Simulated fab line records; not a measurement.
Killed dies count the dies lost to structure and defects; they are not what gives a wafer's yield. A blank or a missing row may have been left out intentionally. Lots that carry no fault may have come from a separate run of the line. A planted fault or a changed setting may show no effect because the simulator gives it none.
Matching of chambers + flow n5_finfet + N5_BEOL_M6_CURE_74 on uv_cure-03: 3 sister chambers
The step cures SiCOH lowk, time 240 s. 3 wafers are shown with their chamber, then 11 later ones without.

## WAFERS PAIRED WITH THEIR CHAMBERS
| wafer  | chamber | wafer_temp_C_max |
|--------|---------|------------------|
| L080.6 | 0       | 386.8            |
| L085.6 | 2       | 387.8            |
| L086.1 | 1       | 387.8            |

## WAFERS WITHOUT THEIR CHAMBER
| wafer  | wafer_temp_C_max |
|--------|------------------|
| L086.2 | 388.3            |
| L086.3 | 386.8            |
| L086.4 | 387.1            |
| L086.5 | 387.0            |
| L086.6 | 387.9            |
| L092.2 | 386.9            |
| L092.3 | 387.6            |
| L092.5 | 386.6            |
| L093.1 | 387.6            |
| L093.3 | 387.2            |
| L093.6 | 386.9            |

## EACH ONE'S CHAMBER
| wafer  | from the rows above          | in truth                   |
|--------|------------------------------|----------------------------|
| L086.2 | can't be placed: 1 or 2      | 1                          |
| L086.3 | 0                            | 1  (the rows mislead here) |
| L086.4 | can't be placed: 0 or 1 or 2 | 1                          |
| L086.5 | 0                            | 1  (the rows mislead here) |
| L086.6 | can't be placed: 1 or 2      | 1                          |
| L092.2 | 0                            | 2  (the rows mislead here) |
| L092.3 | can't be placed: 1 or 2      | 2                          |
| L092.5 | 0                            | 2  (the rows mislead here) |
| L093.1 | can't be placed: 1 or 2      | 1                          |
| L093.3 | can't be placed: 0 or 1 or 2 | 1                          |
| L093.6 | 0                            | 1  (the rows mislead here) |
Correct placement for 0 of the 11. Not placeable from these rows: 6 (in 6, the candidates include the true chamber). Wrongly placed: 5.
How it was worked out, from the rows above alone: a wafer's distance from a chamber is the root of the sum, over the readings, of the square of ((its reading less the chamber's mean) divided by the reading's scatter). The wafer belongs to the nearest chamber; if the next one is less than 2 further off, it can't be placed. A chamber's mean is the mean of its shown wafers. The scatter (one wafer shown for each chamber): square how far every hidden wafer sits from the nearest shown wafer, average those squares and take the square root.
